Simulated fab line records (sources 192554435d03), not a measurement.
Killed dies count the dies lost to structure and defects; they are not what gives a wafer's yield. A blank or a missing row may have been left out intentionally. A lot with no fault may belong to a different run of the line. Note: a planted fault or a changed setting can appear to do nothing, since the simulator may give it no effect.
Chamber matching ; flow n5Finfet ; 4 sister chambers for N5_FIN_SAQP_ETCH_34 on rieDiel-02
The step etches SiO2 in C4F6/O2, target depth 45 nm, time 15 s. 4 wafers are shown with their chamber, then 10 later ones without.

## EACH WAFER AND ITS CHAMBER
wafer;chamber;showerheadPlenumPTorr (Torr)
L088.3;1;2.86
L088.4;3;2.96
L089.1;2;2.72
L089.4;0;2.76

## WAFERS WHOSE CHAMBER IS MISSING
wafer;showerheadPlenumPTorr (Torr)
L089.6;2.76
L091.2;2.75
L091.5;2.72
L091.6;2.96
L093.2;2.72
L093.3;2.75
L093.4;2.96
L094.3;2.72
L094.5;2.85
L094.6;2.75

## WHICH CHAMBER EACH ONE RAN IN
wafer;from the rows above;in truth
L089.6;0;0
L091.2;0;0
L091.5;2;2
L091.6;3;3
L093.2;2;2
L093.3;0;0
L093.4;3;3
L094.3;2;2
L094.5;1;1
L094.6;0;0
Placed correctly: 10 of 10. Can't be placed from these rows: 0. 0 placed wrongly.
How it was worked out, from the rows above alone: a wafer's distance from a chamber is the root of the sum, over the readings, of the square of ((its reading less the chamber's mean) divided by the reading's scatter). If the next closest chamber is less than 2 further off than the closest, the wafer can't be placed; otherwise it belongs to the closest. A chamber's mean is the mean of its shown wafers. The scatter: with one shown wafer a chamber, the root of the mean of the squares of how far each hidden wafer lies from its nearest shown one.
